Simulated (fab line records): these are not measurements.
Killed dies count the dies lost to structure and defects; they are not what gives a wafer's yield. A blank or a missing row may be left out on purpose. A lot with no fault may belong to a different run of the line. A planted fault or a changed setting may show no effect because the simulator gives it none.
Chamber matching / flow nand_harc / NHARC_A_WL_FILL_ETCHBACK_26 on rie_si-05 has 4 sister chambers
The step etches the open film in HBr, target depth 52 nm, time 13.3 s. 14 wafers are shown with their chamber, then 6 later ones without.

## WAFERS PAIRED WITH THEIR CHAMBERS
wafer=L469.4; chamber=3; drypump_motor_current_A (A)=5.5; he_backside_leak_sccm (sccm)=2.7; run_length_s (s)=34.1
wafer=L469.5; chamber=1; drypump_motor_current_A (A)=5.7; he_backside_leak_sccm (sccm)=2.3; run_length_s (s)=34.8
wafer=L469.6; chamber=2; drypump_motor_current_A (A)=5.4; he_backside_leak_sccm (sccm)=2.7; run_length_s (s)=34.4
wafer=L473.2; chamber=2; drypump_motor_current_A (A)=5.4; he_backside_leak_sccm (sccm)=2.8; run_length_s (s)=33.8
wafer=L473.4; chamber=0; drypump_motor_current_A (A)=5.8; he_backside_leak_sccm (sccm)=3.0; run_length_s (s)=34.1
wafer=L473.6; chamber=3; drypump_motor_current_A (A)=5.5; he_backside_leak_sccm (sccm)=2.9; run_length_s (s)=34.1
wafer=L474.4; chamber=1; drypump_motor_current_A (A)=5.7; he_backside_leak_sccm (sccm)=2.4; run_length_s (s)=34.9
wafer=L474.5; chamber=2; drypump_motor_current_A (A)=5.4; he_backside_leak_sccm (sccm)=2.6; run_length_s (s)=34.1
wafer=L474.6; chamber=1; drypump_motor_current_A (A)=5.7; he_backside_leak_sccm (sccm)=2.5; run_length_s (s)=34.7
wafer=L479.5; chamber=2; drypump_motor_current_A (A)=5.4; he_backside_leak_sccm (sccm)=2.7; run_length_s (s)=33.9
wafer=L479.6; chamber=1; drypump_motor_current_A (A)=5.7; he_backside_leak_sccm (sccm)=2.4; run_length_s (s)=34.5
wafer=L488.3; chamber=1; drypump_motor_current_A (A)=5.7; he_backside_leak_sccm (sccm)=2.4; run_length_s (s)=35.1
wafer=L488.5; chamber=1; drypump_motor_current_A (A)=5.8; he_backside_leak_sccm (sccm)=2.4; run_length_s (s)=35.1
wafer=L488.6; chamber=2; drypump_motor_current_A (A)=5.4; he_backside_leak_sccm (sccm)=2.5; run_length_s (s)=34.1

SIGNATURES, as means of the wafers listed above
reading=drypump_motor_current_A; chamber 0=5.800; chamber 1=5.717; chamber 2=5.400; chamber 3=5.500; scatter within a chamber=0.0289
reading=he_backside_leak_sccm; chamber 0=3.000; chamber 1=2.400; chamber 2=2.660; chamber 3=2.800; scatter within a chamber=0.0959
reading=run_length_s; chamber 0=34.100; chamber 1=34.850; chamber 2=34.060; chamber 3=34.100; scatter within a chamber=0.221
Rule: distance of a wafer from a chamber = root of the sum over the readings of ((wafer's reading minus chamber's mean) / reading's scatter) squared. If the next closest chamber is less than 2 further off than the closest, the wafer can't be placed; otherwise it belongs to the closest. How the scatter is found: for the shown wafers, subtract from each reading the mean of its chamber, square and add these, divide the total by (wafers less chambers), then take the root.

## WAFERS WITH NO CHAMBER GIVEN
wafer=L490.1; drypump_motor_current_A (A)=5.7; he_backside_leak_sccm (sccm)=2.3; run_length_s (s)=35.1
wafer=L490.2; drypump_motor_current_A (A)=5.8; he_backside_leak_sccm (sccm)=2.9; run_length_s (s)=34.4
wafer=L490.6; drypump_motor_current_A (A)=5.8; he_backside_leak_sccm (sccm)=2.7; run_length_s (s)=34.2
wafer=L491.3; drypump_motor_current_A (A)=5.5; he_backside_leak_sccm (sccm)=2.8; run_length_s (s)=33.9
wafer=L491.4; drypump_motor_current_A (A)=5.7; he_backside_leak_sccm (sccm)=2.4; run_length_s (s)=35.3
wafer=L491.5; drypump_motor_current_A (A)=5.8; he_backside_leak_sccm (sccm)=3.0; run_length_s (s)=34.1

## WHICH CHAMBER EACH ONE RAN IN
wafer=L490.1; from the rows above=1; in truth=1
wafer=L490.2; from the rows above=0; in truth=0
wafer=L490.6; from the rows above=0; in truth=0
wafer=L491.3; from the rows above=3; in truth=3
wafer=L491.4; from the rows above=1; in truth=1
wafer=L491.5; from the rows above=0; in truth=0
Placed correctly: 6 of 6. Left unplaced by these rows: 0. Placed wrongly: 0.
